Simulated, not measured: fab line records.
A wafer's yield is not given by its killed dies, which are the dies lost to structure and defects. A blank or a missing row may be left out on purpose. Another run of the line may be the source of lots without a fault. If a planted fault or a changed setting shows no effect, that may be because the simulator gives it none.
Which of the tools did it?    flow n5-finfet    11 lots with 31 wafers sampled at 4 steps, on a route of 1938 steps

WHAT EACH GAUGE READ, for each wafer
No reading from a measuring or inspecting step in the record can be judged against a usual standard deviation.

WHAT TOOL EACH LOT RAN ON (gives the tool, then ch and the chambers of the sampled wafers, and finally the start)
lot   N5_MIM_TOP_DEGAS_04           N5_MIM_TOP_SPUTTER_03         N5_MIM_TOP_ETCH_STRIP_01            N5_MIM_BOT_ETCH_ETCH_04
L420  pvd-sputter-02, day 12 17:35  pvd-sputter-02, day 12 17:38  rie-diel-04 ch 0,2,3, day 12 18:30  rie-diel-03 ch 0,1,2, day 12 19:05
L421  pvd-sputter-02, day 12 17:43  pvd-sputter-02, day 12 17:45  rie-diel-06 ch 0,1,2, day 12 18:47  rie-diel-01 ch 0,2,3, day 12 19:30
L424  pvd-sputter-03, day 14 18:23  pvd-sputter-03, day 14 18:25  rie-diel-06 ch 0,1, day 14 20:07    rie-diel-05 ch 0,3, day 14 21:31
L425  pvd-sputter-02, day 16 01:57  pvd-sputter-02, day 16 01:59  rie-diel-04 ch 0,2,3, day 16 02:42  rie-diel-03 ch 1,2, day 16 03:24
L432  pvd-sputter-02, day 17 17:16  pvd-sputter-02, day 17 17:18  rie-diel-02 ch 1, day 17 18:14      rie-diel-05 ch 0,3, day 17 18:50
L435  pvd-sputter-01, day 17 20:19  pvd-sputter-01, day 17 20:21  rie-diel-06 ch 0,3, day 17 21:35    rie-diel-05 ch 0, day 17 22:11
L437  pvd-sputter-03, day 18 23:08  pvd-sputter-03, day 18 23:11  rie-diel-06 ch 0,2, day 19 00:12    rie-diel-05 ch 0,3, day 19 00:54
L439  pvd-sputter-03, day 19 13:48  pvd-sputter-03, day 19 13:50  rie-diel-06 ch 1,2, day 19 15:29    rie-diel-03 ch 0,1,2, day 19 16:11
L441  pvd-sputter-01, day 19 14:31  pvd-sputter-01, day 19 14:33  rie-diel-04 ch 0,3, day 19 15:48    rie-diel-03 ch 0,1,3, day 19 16:23
L442  pvd-sputter-01, day 19 14:40  pvd-sputter-01, day 19 14:43  rie-diel-04 ch 0,1, day 19 15:59    rie-diel-03 ch 1,2, day 19 16:34
L440  pvd-sputter-02, day 19 14:50  pvd-sputter-02, day 19 14:52  rie-diel-04 ch 0,1,2, day 19 16:06  rie-diel-03 ch 1,2,3, day 19 16:49
- N5_MIM_TOP_DEGAS_04: time 60 s.
- N5_MIM_TOP_SPUTTER_03: material TiN, target thk 35 nm, time 89.7 s.
- N5_MIM_TOP_ETCH_STRIP_01: strips in O2.
- N5_MIM_BOT_ETCH_ETCH_04: etches SiNx in CF4/O2, target depth 26 nm, time 13 s.

AS READ BY THE TOOLS THEMSELVES (means over the sampled wafers that have a number; for cases with no such wafer, the mark the record gives instead)
N5_MIM_TOP_DEGAS_04.
lot   tool            heater-power-w (W)
L420  pvd-sputter-02  418
L421  pvd-sputter-02  446
L424  pvd-sputter-03  432
L425  pvd-sputter-02  439
L432  pvd-sputter-02  448
L435  pvd-sputter-01  450
L437  pvd-sputter-03  447
L439  pvd-sputter-03  463
L441  pvd-sputter-01  469
L442  pvd-sputter-01  478
L440  pvd-sputter-02  436

N5_MIM_TOP_SPUTTER_03.
lot   tool            throttle-valve-pct (%)
L420  pvd-sputter-02  29.8
L421  pvd-sputter-02  30.8
L424  pvd-sputter-03  30.4
L425  pvd-sputter-02  30.0
L432  pvd-sputter-02  31.1
L435  pvd-sputter-01  31.1
L437  pvd-sputter-03  29.9
L439  pvd-sputter-03  29.9
L441  pvd-sputter-01  31.0
L442  pvd-sputter-01  30.5
L440  pvd-sputter-02  30.2

N5_MIM_TOP_ETCH_STRIP_01.
lot   tool         drypump-motor-current-A (A)  o2-flow-sccm (sccm)  oes-product-au (a.u.)  rf-vpp-V (V)  showerhead-plenum-p-Torr (Torr)  throttle-valve-pct (%)
L420  rie-diel-04  5.5                          224.7                0.76                   4.4           2.10                             16.75
L421  rie-diel-06  5.3                          224.2                0.75                   3.9           2.07                             16.64
L424  rie-diel-06  5.1                          225.7                0.77                   5.0           2.03                             16.60
L425  rie-diel-04  5.5                          225.1                0.82                   4.7           2.09                             16.64
L432  rie-diel-02  6.0                          224.5                0.68                   5.8           1.97                             16.46
L435  rie-diel-06  5.2                          225.2                0.74                   3.5           2.02                             16.88
L437  rie-diel-06  5.0                          223.9                0.82                   3.4           2.08                             16.56
L439  rie-diel-06  5.5                          225.1                0.91                   4.1           2.20                             16.32
L441  rie-diel-04  5.7                          225.2                0.86                   2.8           2.04                             16.53
L442  rie-diel-04  6.1                          224.6                0.84                   3.2           2.16                             16.55
L440  rie-diel-04  5.8                          224.8                0.77                   2.2           2.14                             16.68

N5_MIM_BOT_ETCH_ETCH_04.
lot   tool         drypump-motor-current-A (A)  oes_ar_750_au (a.u.)  oes-product-au (a.u.)  rf-vpp-V (V)  showerhead-plenum-p-Torr (Torr)  throttle-valve-pct (%)
L420  rie-diel-03  6.4                          0.82                  0.81                   235           2.20                             16.02
L421  rie-diel-01  5.6                          0.72                  0.71                   239           2.13                             16.06
L424  rie-diel-05  5.4                          0.83                  0.82                   236           2.21                             15.91
L425  rie-diel-03  6.6                          0.81                  0.80                   234           2.22                             15.97
L432  rie-diel-05  5.5                          0.80                  0.93                   238           2.19                             15.92
L435  rie-diel-05  5.3                          0.78                  0.89                   236           2.23                             16.08
L437  rie-diel-05  5.5                          0.80                  0.88                   239           2.18                             15.89
L439  rie-diel-03  6.4                          0.77                  0.76                   236           2.18                             16.12
L441  rie-diel-03  6.0                          0.79                  0.78                   240           2.19                             16.09
L442  rie-diel-03  6.6                          0.78                  0.77                   233           2.22                             16.15
L440  rie-diel-03  6.2                          0.80                  0.79                   237           2.22                             16.13

THE ANSWER, worked out from the rows above alone
Rule: what is usual is taken from the lots themselves. The widest of any qualifying gaps counts: lots, ordered by their means at a reading, are off when they make up no more than a third of the lots, leave a main group of 4 or more, and stand apart from it by 3 or more times the standard deviation of that group's means. Not used: any main group whose means are identical at the precision the tables above print for the reading. A lot without any number at a reading at which 4 lots or more have one is off too. The other lots that the step has rows for count as sound. First the gauges in route order, then the tools' own readings, where a lot's mean is used as printed above. The first step at which some lot is off is used, and at that step the reading that is off furthest; a lot without a number counts as furthest.
Across all readings shown, no lot is off: no conclusion can be drawn from this.

WHAT THE SIMULATOR PUT IN
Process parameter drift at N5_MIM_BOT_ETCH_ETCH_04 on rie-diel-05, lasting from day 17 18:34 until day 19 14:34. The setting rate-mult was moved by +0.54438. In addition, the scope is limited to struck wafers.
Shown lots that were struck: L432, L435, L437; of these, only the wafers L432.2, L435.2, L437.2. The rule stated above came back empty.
